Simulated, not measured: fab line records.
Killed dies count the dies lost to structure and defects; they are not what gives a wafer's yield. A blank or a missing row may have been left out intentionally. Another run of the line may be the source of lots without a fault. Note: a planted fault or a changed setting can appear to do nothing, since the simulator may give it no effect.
Matching of chambers ; flow n5Finfet ; rieDiel-05 running N5_GATE_CUT_HM_OPEN_40: 4 sister chambers
The step chemistry C4F6/O2, target SiO2, target depth 139 nm, time 85.1 s. 16 wafers are shown with their chamber, then 8 later ones without.

## WAFERS PAIRED WITH THEIR CHAMBERS
wafer;chamber;showerheadPlenumPTorr (Torr);throttleValvePct (%);drypumpMotorCurrentA (A)
L075.2;3;2.98;21.14;5.8
L075.5;3;2.98;21.13;5.8
L075.6;2;2.92;21.06;5.6
L076.1;0;2.75;21.11;5.6
L076.4;1;2.73;20.61;6.1
L076.6;2;2.92;21.06;5.6
L078.1;3;2.97;21.15;5.8
L078.2;0;2.75;21.12;5.5
L078.5;1;2.72;20.65;6.1
L082.2;1;2.72;20.64;6.1
L082.3;3;2.97;21.15;5.8
L082.6;1;2.72;20.65;6.1
L083.2;0;2.74;21.11;5.6
L083.5;2;2.91;21.07;5.6
L083.6;3;2.97;21.16;5.8
L088.1;3;2.97;21.18;5.8

SIGNATURES, as means of the wafers listed above
reading;chamber 0;chamber 1;chamber 2;chamber 3;scatter within a chamber
showerheadPlenumPTorr;2.7467;2.7225;2.9167;2.9733;0.00534
throttleValvePct;21.1133;20.6375;21.0633;21.1517;0.015
drypumpMotorCurrentA;5.567;6.100;5.600;5.800;0.0236
Rule: a wafer's distance from a chamber is the root of the sum, over the readings, of the square of ((its reading less the chamber's mean) divided by the reading's scatter). The wafer belongs to the nearest chamber; if the next one is less than 2 further off, it can't be placed. The scatter: take each reading less its chamber's mean, square it, sum over the shown wafers, divide by the number of wafers less the number of chambers, and take the root.

## WAFERS WHOSE CHAMBER IS MISSING
wafer;showerheadPlenumPTorr (Torr);throttleValvePct (%);drypumpMotorCurrentA (A)
L088.3;2.72;20.67;6.1
L088.4;2.74;21.13;5.5
L093.1;2.71;20.68;6.1
L093.3;2.96;21.17;5.8
L093.6;2.74;21.14;5.5
L095.1;2.73;21.15;5.5
L095.3;2.96;21.17;5.8
L095.4;2.90;21.10;5.6

## THE CHAMBER EACH PASSED THROUGH
wafer;from the rows above;in truth
L088.3;1;1
L088.4;0;0
L093.1;1;1
L093.3;3;3
L093.6;0;0
L095.1;0;0
L095.3;3;3
L095.4;2;2
Correct placement for 8 of the 8. From these rows, 0 cannot be placed. Placed wrongly: 0.
